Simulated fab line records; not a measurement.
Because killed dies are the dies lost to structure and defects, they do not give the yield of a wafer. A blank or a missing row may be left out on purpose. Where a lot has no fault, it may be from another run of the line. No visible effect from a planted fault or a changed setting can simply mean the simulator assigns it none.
Check for tools in common ; flow nand-harc ; Lots sampled 3, wafers sampled 9

== WHAT PROMPTED THE OPENING ==
At NHARC_END_SORT_01 the reading killed-at-array is flagged on 3 of 3 lots. No-fault wafers: 59, standard deviation 21.
Rule: a lot is flagged when every wafer of it that has a number lies more than 4 standard deviations from that mean, or none has a number. As for the other lots, they are considered sound.

lot;measured;on;killed-at-array, wafer by wafer;flag
L687;day 29 22:45;prober-01;668 668 672;FLAGGED
L690;day 30 09:40;prober-02;674 670 671;FLAGGED
L688;day 30 16:52;prober-01;675 673 672;FLAGGED
On average the flagged lots' numbers are 671, which is +612 against the usual, or +29 standard deviations.

== EACH LOT AND THE TOOL IT RAN ON ==
4 process steps preceding the reading are held in the record, out of 1302 steps in the route. In each cell: the tool, then ch and the chambers that the sampled wafers went through, then the start.
lot;flag;NHARC_A_CONTACT_DEP_28;NHARC_A_CONTACT_ETCH_113;NHARC_A_CONTACT_ETCH_122;NHARC_A_CONTACT_ETCH_96
L687;FLAGGED;acl-dep-03 ch 0, day 26 15:58;har-cap-etch-03 ch 0,1, day 26 23:20;har-cap-etch-03 ch 0,1, day 27 01:13;rie-diel-09 ch 0,2,3, day 29 22:45 or earlier
L690;FLAGGED;acl-dep-03 ch 0, day 27 02:17;har-cap-etch-02 ch 0,1, day 27 10:31;har-cap-etch-02 ch 0,1, day 27 12:03;rie-diel-02 ch 0,2,3, day 30 09:40 or earlier
L688;FLAGGED;acl-dep-02 ch 0, day 27 09:29;har-cap-etch-01 ch 0,1, day 27 17:15;har-cap-etch-01 ch 0,1, day 27 19:19;rie-diel-09 ch 0,2,3, day 30 16:52 or earlier
What is done by these steps:
- NHARC_A_CONTACT_DEP_28: deposits aC, target thk 7000 nm.
- NHARC_A_CONTACT_ETCH_113: etches the open film in C4F8/O2/Ar, time 190 s, target depth 1850 nm.
- NHARC_A_CONTACT_ETCH_122: etches the open film in C4F8/O2/Ar, time 190 s, target depth 1850 nm.
- NHARC_A_CONTACT_ETCH_96: etches the open film in C4F6/O2, target depth 20 nm, time 10 s.
- NHARC_END_SORT_01

== FLAGGED OVER TOTAL, TOOL BY TOOL (the gauges that took the reading come last) ==
step;tool;lots run;flagged;share of the flagged lots;sound lots run after its first flagged lot
NHARC_A_CONTACT_DEP_28;acl-dep-02;1;1;some;0
NHARC_A_CONTACT_DEP_28;acl-dep-03;2;2;some;0
NHARC_A_CONTACT_ETCH_113;har-cap-etch-01;1;1;some;0
NHARC_A_CONTACT_ETCH_113;har-cap-etch-02;1;1;some;0
NHARC_A_CONTACT_ETCH_113;har-cap-etch-03;1;1;some;0
NHARC_A_CONTACT_ETCH_122;har-cap-etch-01;1;1;some;0
NHARC_A_CONTACT_ETCH_122;har-cap-etch-02;1;1;some;0
NHARC_A_CONTACT_ETCH_122;har-cap-etch-03;1;1;some;0
NHARC_A_CONTACT_ETCH_96;rie-diel-02;1;1;some;0
NHARC_A_CONTACT_ETCH_96;rie-diel-09;2;2;some;0
NHARC_END_SORT_01;prober-01;2;2;some;0
NHARC_END_SORT_01;prober-02;1;1;some;0
With no start given for some of its lots, NHARC_A_CONTACT_ETCH_96 uses the hours and lot order of NHARC_END_SORT_01.

== WHAT THE TABLE ALLOWS ==
No row of the table ran every flagged lot.

== WHAT THE SIMULATOR HAD PUT IN ==
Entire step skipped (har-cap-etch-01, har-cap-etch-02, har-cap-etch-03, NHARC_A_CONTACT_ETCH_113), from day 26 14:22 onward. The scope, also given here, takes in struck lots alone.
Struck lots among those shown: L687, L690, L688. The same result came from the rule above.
